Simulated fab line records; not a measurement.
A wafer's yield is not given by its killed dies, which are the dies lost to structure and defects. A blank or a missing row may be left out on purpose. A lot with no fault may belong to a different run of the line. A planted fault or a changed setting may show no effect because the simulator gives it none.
One fault seen from 3 desks || flow n5_finfet || what lay behind the numbers comes last; until then each desk has only its own

== THE DEFECT DESK ==
For each lot, the counts of the inspections along the route, averaged over the sampled wafers that have a number. Any lot whose mean is over 4 standard deviations away from the usual mean is out of limits and marked OUT; that distance is given in the brackets.
Columns: A = raw_defect_count at N5_BEOL_M14_INSPECT_12, usual 2.1; B = raw_defect_count at N5_BEOL_M14_INSPECT_30, usual 1.9
{"lot": "L374", "first seen here": "day 11 12:34", "A": 1.0, "B": 2.0}
{"lot": "L375", "first seen here": "day 11 22:56", "A": 0.7, "B": 2.7}
{"lot": "L388", "first seen here": "day 14 23:38", "A": 1.7, "B": 1.7}
{"lot": "L380", "first seen here": "day 15 00:19", "A": 1.5, "B": 1.0}
{"lot": "L389", "first seen here": "day 15 15:35", "A": 2.7, "B": 3.0}
{"lot": "L394", "first seen here": "day 16 18:21", "A": 2.7, "B": 0.3}
{"lot": "L395", "first seen here": "day 16 23:54", "A": 1.3, "B": 1.3}
{"lot": "L390", "first seen here": "day 17 17:35", "A": 2.0, "B": 2.0}
This desk found nothing out of limits on any of the 8 lots.

== FOR THE TOOL OWNER'S DESK: rie_diel-01 ==
The tool's own readings at N5_BEOL_M14_ETCH_68 (etches SOC in N2/H2, time 450 s): means of the sampled wafers that have a number, for each lot that ran on this tool. Any lot whose mean is over 4 standard deviations away from the usual mean is out of limits and marked OUT; that distance is given in the brackets. Of its 8 readings 7 are shown: those that lie furthest out on some lot.
Columns: A = drypump_motor_current_A at N5_BEOL_M14_ETCH_68, usual 6.0 A; B = n2_flow_sccm at N5_BEOL_M14_ETCH_68, usual 200.0 sccm; C = oes_product_au at N5_BEOL_M14_ETCH_68, usual 0.79 a.u.; D = rf_vpp_V at N5_BEOL_M14_ETCH_68, usual 523.6 V; E = showerhead_plenum_p_Torr at N5_BEOL_M14_ETCH_68, usual 2.53 Torr; F = temp_c at N5_BEOL_M14_ETCH_68, usual 40.01 C; G = throttle_valve_pct at N5_BEOL_M14_ETCH_68, usual 17.81 %
{"lot": "L375", "first seen here": "day 12 00:08", "A": 5.7, "B": 200.2, "C": 0.73, "D": 521.1, "E": 2.44, "F": 39.97, "G": 17.96}
{"lot": "L380", "first seen here": "day 15 01:23", "A": 6.5, "B": 199.8, "C": 1.07, "D": 523.7, "E": 2.58, "F": 39.98, "G": 17.80}
This desk found nothing out of limits on any of the 2 lots.

== METROLOGY DESK ==
Means of the sampled wafers that have a number, per lot and without regard to the tool the lot ran on: this is what the gauges read. Any lot whose mean is over 4 standard deviations away from the usual mean is out of limits and marked OUT; that distance is given in the brackets. Of its 24 readings 7 are shown: those that lie furthest out on some lot.
Columns: A = COMB_M11 at N5_BEOL_M15_RC_MEAS_101, usual 1.43e-11 S/m; B = COMB_M5 at N5_BEOL_M15_RC_MEAS_101, usual 3.5e-11 S/m; C = SERP_M11 at N5_BEOL_M15_RC_MEAS_101, usual 3.09 ohm/um; D = SERP_M13 at N5_BEOL_M15_RC_MEAS_101, usual 0.311 ohm/um; E = SERP_M14 at N5_BEOL_M15_RC_MEAS_101, usual 0.162 ohm/um; F = SERP_M14_max_site at N5_BEOL_M15_RC_MEAS_101, usual 0.164 ohm/um; G = SERP_M7 at N5_BEOL_M15_RC_MEAS_101, usual 14.0 ohm/um
{"lot": "L374", "first seen here": "day 12 04:08", "A": 1.61e-11, "B": 3.4e-11, "C": 2.95, "D": 0.315, "E": 0.158, "F": 0.160, "G": 15.1}
{"lot": "L375", "first seen here": "day 12 11:33", "A": 1.40e-11, "B": 3.2e-11, "C": 3.03, "D": 0.312, "E": 0.168, "F": 0.171, "G": 14.1}
{"lot": "L388", "first seen here": "day 15 10:53", "A": 1.53e-11, "B": 2.8e-11, "C": 3.12, "D": 0.314, "E": 0.164, "F": 0.165, "G": 14.5}
{"lot": "L380", "first seen here": "day 15 13:23", "A": 1.54e-11, "B": 2.4e-11, "C": 2.99, "D": 0.306, "E": 0.152, "F": 0.153, "G": 13.8}
{"lot": "L389", "first seen here": "day 16 01:46", "A": 9.70e-12, "B": 3.6e-11, "C": 3.21, "D": 0.298, "E": 0.164, "F": 0.166, "G": 14.1}
{"lot": "L394", "first seen here": "day 17 03:56", "A": 1.45e-11, "B": 4.6e-11, "C": 3.09, "D": 0.304, "E": 0.161, "F": 0.163, "G": 13.6}
{"lot": "L395", "first seen here": "day 17 09:40", "A": 1.10e-11, "B": 3.5e-11, "C": 3.18, "D": 0.312, "E": 0.158, "F": 0.160, "G": 13.9}
{"lot": "L390", "first seen here": "day 18 03:56", "A": 1.47e-11, "B": 3.2e-11, "C": 3.07, "D": 0.304, "E": 0.162, "F": 0.164, "G": 14.0}
This desk found nothing out of limits on any of the 8 lots.

== PUT TOGETHER ==
Nothing out of limits was seen by the defect desk.
The desk of the tool owner found nothing out of limits.
From the metrology desk's view, nothing was out of limits.

== WHAT THE SIMULATOR HAD INSERTED ==
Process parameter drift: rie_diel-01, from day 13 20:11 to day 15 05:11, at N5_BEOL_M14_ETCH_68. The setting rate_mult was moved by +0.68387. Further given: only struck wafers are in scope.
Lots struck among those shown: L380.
